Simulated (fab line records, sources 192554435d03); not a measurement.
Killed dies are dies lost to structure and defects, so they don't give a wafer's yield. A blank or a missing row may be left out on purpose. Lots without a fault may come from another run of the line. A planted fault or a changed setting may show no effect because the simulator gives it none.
Chamber matching | flow n5_finfet | N5_BEOL_M0_SAQP_MANDREL2_REMOVE_110 on rie_si-06: 4 sister chambers
The step chemistry HBr/Cl2/O2, target a-Si, stops on SiCN, bt time 10 s. 4 wafers are shown with their chamber, then 9 later ones without.

WAFERS WITH THEIR CHAMBER
wafer  | chamber | throttle_valve_pct (%)
L091.6 | 1       | 36.87
L092.1 | 0       | 36.48
L092.2 | 2       | 36.20
L092.6 | 3       | 37.06

WAFERS WITHOUT THEIR CHAMBER
wafer  | throttle_valve_pct (%)
L093.3 | 37.07
L093.4 | 36.48
L093.5 | 36.49
L094.1 | 36.87
L094.2 | 37.06
L094.3 | 36.19
L097.1 | 36.47
L097.2 | 36.85
L097.5 | 37.07

WHICH CHAMBER EACH WENT THROUGH
wafer  | from the rows above | in truth
L093.3 | 3                   | 3
L093.4 | 0                   | 0
L093.5 | 0                   | 0
L094.1 | 1                   | 1
L094.2 | 3                   | 3
L094.3 | 2                   | 2
L097.1 | 0                   | 0
L097.2 | 1                   | 1
L097.5 | 3                   | 3
Placed correctly: 9 of 9. Can't be placed from these rows: 0. Placed wrongly: 0.
How it was worked out, from the rows above alone: a wafer's distance from a chamber is the root of the sum, over the readings, of the square of ((its reading less the chamber's mean) divided by the reading's scatter). The wafer belongs to the nearest chamber; if the next one is less than 2 further off, it can't be placed. A chamber's mean is the mean of its shown wafers. The scatter: with one shown wafer a chamber, the root of the mean of the squares of how far each hidden wafer lies from its nearest shown one.
